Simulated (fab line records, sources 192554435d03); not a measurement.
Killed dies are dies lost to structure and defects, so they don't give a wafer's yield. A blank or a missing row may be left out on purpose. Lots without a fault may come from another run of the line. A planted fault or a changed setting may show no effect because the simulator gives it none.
Which tool did it? | flow n5_finfet | 9 lots, 25 wafers sampled, at 6 steps of a route of 1938

WHAT THE GAUGES READ, wafer by wafer
N5_SD_EPI_P_CD_MEAS_09: target cd 240 nm. Usual: cd_nm 239.2 nm, standard deviation 0.7.
lot  | measured    | on        | cd_nm (nm)        | flag
L912 | day 3 23:58 | cd_sem-01 | 239.5 239.2 238.9 |
L913 | day 4 04:04 | cd_sem-03 | 239.4 239.0 240.0 |
L914 | day 4 12:34 | cd_sem-03 | 240.0 239.3 240.2 |
L922 | day 6 17:11 | cd_sem-02 | 239.1 237.8 241.0 |
L926 | day 7 13:29 | cd_sem-03 | 238.5 238.5       |
L928 | day 7 22:10 | cd_sem-02 | 239.7 239.5       |
L929 | day 8 05:55 | cd_sem-02 | 238.9 239.3 239.3 |
L930 | day 8 14:00 | cd_sem-01 | 238.8 240.6 238.6 |
L931 | day 8 19:05 | cd_sem-02 | 238.7 239.3 239.6 |

N5_SD_EPI_P_OVL_MEAS_10. Usual: SD_P_BLK_OVL 0.3 nm, standard deviation 0.64.
lot  | measured    | on         | SD_P_BLK_OVL (nm) | flag
L912 | day 4 00:00 | overlay-02 | 0.7 0.0 0.4       |
L913 | day 4 04:05 | overlay-02 | -0.2 -0.5 -0.3    |
L914 | day 4 12:36 | overlay-02 | 0.3 0.1 0.8       |
L922 | day 6 17:13 | overlay-01 | 0.7 0.3 1.0       |
L926 | day 7 13:31 | overlay-01 | -0.2 -0.2         |
L928 | day 7 22:11 | overlay-01 | 1.0 0.1           |
L929 | day 8 05:56 | overlay-01 | 1.3 0.2 0.7       |
L930 | day 8 14:02 | overlay-02 | 0.3 -1.2 0.7      |
L931 | day 8 19:07 | overlay-02 | -0.5 -1.0 0.8     |

N5_BEOL_M4_RC_MEAS_101. Usual: DIBL_N 35.1 mV/V, standard deviation 1.5; DIBL_P 35.2 mV/V, standard deviation 2; IOFF_N 0.146 nA/um, standard deviation 0.028; IOFF_P 0.20 nA/um, standard deviation 0.036; ION_N 670 uA/um, standard deviation 12; ION_P 462 uA/um, standard deviation 8.2; SS_N 71.2 mV/dec, standard deviation 0.63; SS_P 73.1 mV/dec, standard deviation 0.7; VT_N 250 mV, standard deviation 3.6; VT_P -251 mV, standard deviation 3.3.
lot  | measured     | on        | DIBL_N (mV/V)  | DIBL_P (mV/V)  | IOFF_N (nA/um)    | IOFF_P (nA/um) | ION_N (uA/um) | ION_P (uA/um) | SS_N (mV/dec)  | SS_P (mV/dec)  | VT_N (mV)   | VT_P (mV)      | flag
L912 | day 8 23:31  | prober-02 | 37.9 36.7 37.4 | 38.4 36.5 37.5 | 0.224 0.184 0.204 | 0.29 0.26 0.29 | 698 659 689   | 474 458 469   | 71.8 71.6 72.0 | 73.8 74.0 73.9 | 242 247 246 | -245 -246 -245 |
L913 | day 8 23:44  | prober-01 | 33.9 36.1 36.2 | 32.1 34.9 35.1 | 0.117 0.152 0.156 | 0.17 0.20 0.21 | 671 688 692   | 464 466 476   | 70.1 70.9 71.3 | 72.3 73.4 73.6 | 253 248 249 | -250 -250 -247 |
L914 | day 9 02:44  | prober-02 | 36.6 37.0      | 38.4 36.8      | 0.183 0.174       | 0.22 0.18      | 674 653       | 467 445       | 71.6 72.3      | 74.4 74.1      | 246 252     | -251 -255      |
L922 | day 12 02:44 | prober-01 | 34.1 35.3 36.3 | 33.7 34.8 36.0 | 0.121 0.141 0.159 | 0.22 0.23 0.24 | 665 673 676   | 469 471 470   | 71.1 72.1 71.7 | 72.8 73.8 73.4 | 249 249 249 | -246 -246 -247 |
L926 | day 12 08:22 | prober-02 | 36.0 32.7      | 35.4 31.6      | 0.151 0.103       | 0.20 0.15      | 675 652       | 464 454       | 71.0 70.4      | 73.1 72.0      | 251 256     | -251 -256      |
L928 | day 13 00:38 | prober-01 | 34.3 36.1      | 33.0 35.3      | 0.113 0.139       | 0.16 0.19      | 673 674       | 463 468       | 70.9 70.2      | 72.8 73.2      | 253 251     | -253 -253      |
L929 | day 13 03:50 | prober-01 | 32.4 32.4 35.7 | 31.6 31.9 36.2 | 0.116 0.120 0.183 | 0.19 0.19 0.26 | 656 666 680   | 460 462 475   | 70.9 71.7 71.9 | 71.7 72.3 73.1 | 254 252 246 | -251 -249 -245 |
L930 | day 13 06:05 | prober-02 | 33.7 33.3 36.7 | 32.9 31.6 36.1 | 0.123 0.114 0.176 | 0.16 0.14 0.21 | 668 661 671   | 457 455 457   | 70.8 70.4 71.5 | 71.9 72.7 73.8 | 251 256 249 | -253 -257 -251 |
L931 | day 14 12:02 | prober-01 | 33.1 32.8 33.7 | 32.6 33.5 33.0 | 0.103 0.110 0.116 | 0.15 0.17 0.16 | 657 664 670   | 456 464 451   | 70.5 70.8 70.2 | 71.4 72.8 72.3 | 257 253 253 | -255 -253 -255 |

WHICH TOOL RAN EACH LOT (tool, then ch and the chambers of the sampled wafers, then the start)
lot  | N5_SD_EPI_N_ETCH_45               | N5_SD_EPI_P_ETCH_37               | N5_SD_EPI_P_ETCHBACK_46
L912 | rie_diel-03 ch 0,1, day 3 19:46   | rie_diel-06 ch 0,1, day 4 00:09   | rie_diel-06 ch 0,1, day 4 00:29
L913 | rie_diel-04 ch 0,1,2, day 4 00:22 | rie_diel-06 ch 0,1,2, day 4 04:48 | rie_diel-06 ch 0,1,2, day 4 05:08
L914 | rie_diel-02 ch 0,2,3, day 4 08:44 | rie_diel-06 ch 1,2,3, day 4 13:16 | rie_diel-06 ch 1,2,3, day 4 13:36
L922 | rie_diel-02 ch 2,3, day 6 13:22   | rie_diel-01 ch 0,2,3, day 6 18:02 | rie_diel-01 ch 0,2,3, day 6 18:22
L926 | rie_diel-03 ch 2, day 7 08:52     | rie_diel-06 ch 0,1, day 7 13:41   | rie_diel-06 ch 0,1, day 7 14:01
L928 | rie_diel-03 ch 0,2, day 7 18:20   | rie_diel-01 ch 2,3, day 7 22:36   | rie_diel-01 ch 2,3, day 7 22:55
L929 | rie_diel-03 ch 1,2,3, day 8 02:02 | rie_diel-01 ch 1,2, day 8 06:05   | rie_diel-01 ch 1,2, day 8 06:25
L930 | rie_diel-02 ch 0,2, day 8 09:40   | rie_diel-06 ch 0,2,3, day 8 14:11 | rie_diel-06 ch 0,2,3, day 8 14:30
L931 | rie_diel-04 ch 0,1,3, day 8 15:16 | rie_diel-06 ch 0,2,3, day 8 19:16 | rie_diel-06 ch 0,2,3, day 8 19:35
- N5_SD_EPI_N_ETCH_45: etches SiOCN in CH3F/O2, target depth 6 nm.
- N5_SD_EPI_P_ETCH_37: etches SOC in N2/H2, overetch 108 nm, time 486 s.
- N5_SD_EPI_P_ETCHBACK_46: etches SiNx in CH3F/O2, stops on SiO2, target depth 17.5 nm.

WHAT THE TOOLS THEMSELVES READ (means of the sampled wafers that have a number; where no wafer has one, the mark that the record gives instead)
N5_SD_EPI_N_ETCH_45. Usual: drypump_motor_current_A 5.6 A, standard deviation 0.38; oes_product_au 0.80 a.u., standard deviation 0.11; rf_vpp_V 127.1 V, standard deviation 0.93; showerhead_plenum_p_Torr 1.96 Torr, standard deviation 0.047; throttle_valve_pct 23.41 %, standard deviation 0.21.
lot  | tool        | drypump_motor_current_A (A) | oes_product_au (a.u.) | rf_vpp_V (V) | showerhead_plenum_p_Torr (Torr) | throttle_valve_pct (%) | flag
L912 | rie_diel-03 | 5.4                         | 0.68                  | 127.6        | 1.96                            | 23.62                  |
L913 | rie_diel-04 | 5.7                         | 0.89                  | 127.4        | 1.97                            | 23.28                  |
L914 | rie_diel-02 | 5.5                         | 0.78                  | 127.6        | 1.96                            | 23.44                  |
L922 | rie_diel-02 | 5.5                         | 0.76                  | 127.4        | 1.90                            | 23.45                  |
L926 | rie_diel-03 | 5.7                         | 0.88                  | 126.4        | 1.95                            | 23.30                  |
L928 | rie_diel-03 | 5.6                         | 0.91                  | 127.8        | 1.94                            | 23.30                  |
L929 | rie_diel-03 | 5.5                         | 0.85                  | 126.9        | 1.93                            | 23.43                  |
L930 | rie_diel-02 | 5.6                         | 0.89                  | 127.6        | 1.97                            | 23.32                  |
L931 | rie_diel-04 | 5.8                         | 0.79                  | 127.5        | 1.98                            | 23.48                  |

N5_SD_EPI_P_ETCH_37. Usual: drypump_motor_current_A 5.8 A, standard deviation 0.45; oes_product_au 0.67 a.u., standard deviation 0.061; rf_vpp_V 240.5 V, standard deviation 1.4; showerhead_plenum_p_Torr 2.52 Torr, standard deviation 0.098; throttle_valve_pct 24.0 %, standard deviation 0.31.
lot  | tool        | drypump_motor_current_A (A) | oes_product_au (a.u.) | rf_vpp_V (V) | showerhead_plenum_p_Torr (Torr) | throttle_valve_pct (%) | flag
L912 | rie_diel-06 | 5.7                         | 0.67                  | 240.2        | 2.49                            | 24.2                   |
L913 | rie_diel-06 | 5.8                         | 0.66                  | 239.5        | 2.49                            | 24.3                   |
L914 | rie_diel-06 | 5.9                         | 0.73                  | 240.3        | 2.52                            | 24.1                   |
L922 | rie_diel-01 | 6.2                         | 0.65                  | 240.4        | 2.49                            | 23.8                   |
L926 | rie_diel-06 | 5.8                         | 0.66                  | 240.1        | 2.52                            | 24.2                   |
L928 | rie_diel-01 | 6.0                         | 0.63                  | 239.8        | 2.47                            | 23.8                   |
L929 | rie_diel-01 | 5.3                         | 0.64                  | 241.3        | 2.57                            | 23.8                   |
L930 | rie_diel-06 | 5.7                         | 0.68                  | 239.6        | 2.43                            | 24.1                   |
L931 | rie_diel-06 | 5.7                         | 0.69                  | 239.3        | 2.43                            | 24.1                   |

N5_SD_EPI_P_ETCHBACK_46. Usual: drypump_motor_current_A 5.8 A, standard deviation 0.46; oes_product_au 0.64 a.u., standard deviation 0.059; rf_vpp_V 297 V, standard deviation 5.9; showerhead_plenum_p_Torr 1.99 Torr, standard deviation 0.073; throttle_valve_pct 16.53 %, standard deviation 0.22.
lot  | tool        | drypump_motor_current_A (A) | oes_product_au (a.u.) | rf_vpp_V (V) | showerhead_plenum_p_Torr (Torr) | throttle_valve_pct (%) | flag
L912 | rie_diel-06 | 5.7                         | 0.64                  | 295          | 1.98                            | 16.71                  |
L913 | rie_diel-06 | 5.8                         | 0.63                  | 295          | 1.97                            | 16.68                  |
L914 | rie_diel-06 | 6.0                         | 0.55                  | 299          | 1.98                            | 16.48                  |
L922 | rie_diel-01 | 6.2                         | 0.62                  | 293          | 1.96                            | 16.43                  |
L926 | rie_diel-06 | 5.8                         | 0.62                  | 295          | 2.00                            | 16.71                  |
L928 | rie_diel-01 | 6.0                         | 0.61                  | 292          | 1.95                            | 16.47                  |
L929 | rie_diel-01 | 5.3                         | 0.61                  | 297          | 2.02                            | 16.42                  |
L930 | rie_diel-06 | 5.7                         | 0.66                  | 297          | 1.91                            | 16.61                  |
L931 | rie_diel-06 | 5.7                         | 0.65                  | 297          | 1.91                            | 16.62                  |

THE ANSWER, worked out from the rows above alone
Rule: a lot is off if the mean of its wafers that have a number lies more than 3 standard deviations from the usual mean. A lot without any number at a reading at which 4 lots or more have one is off too. The other lots that the step has rows for count as sound. The gauges are gone through in route order, then the tools' own readings, and for those a lot's mean is taken as printed above. The first step at which some lot is off is used, and at that step the reading that is off furthest; a lot without a number counts as furthest.
No lot is off at any reading shown: from this, nothing can be told.

WHAT THE SIMULATOR HAD PUT IN
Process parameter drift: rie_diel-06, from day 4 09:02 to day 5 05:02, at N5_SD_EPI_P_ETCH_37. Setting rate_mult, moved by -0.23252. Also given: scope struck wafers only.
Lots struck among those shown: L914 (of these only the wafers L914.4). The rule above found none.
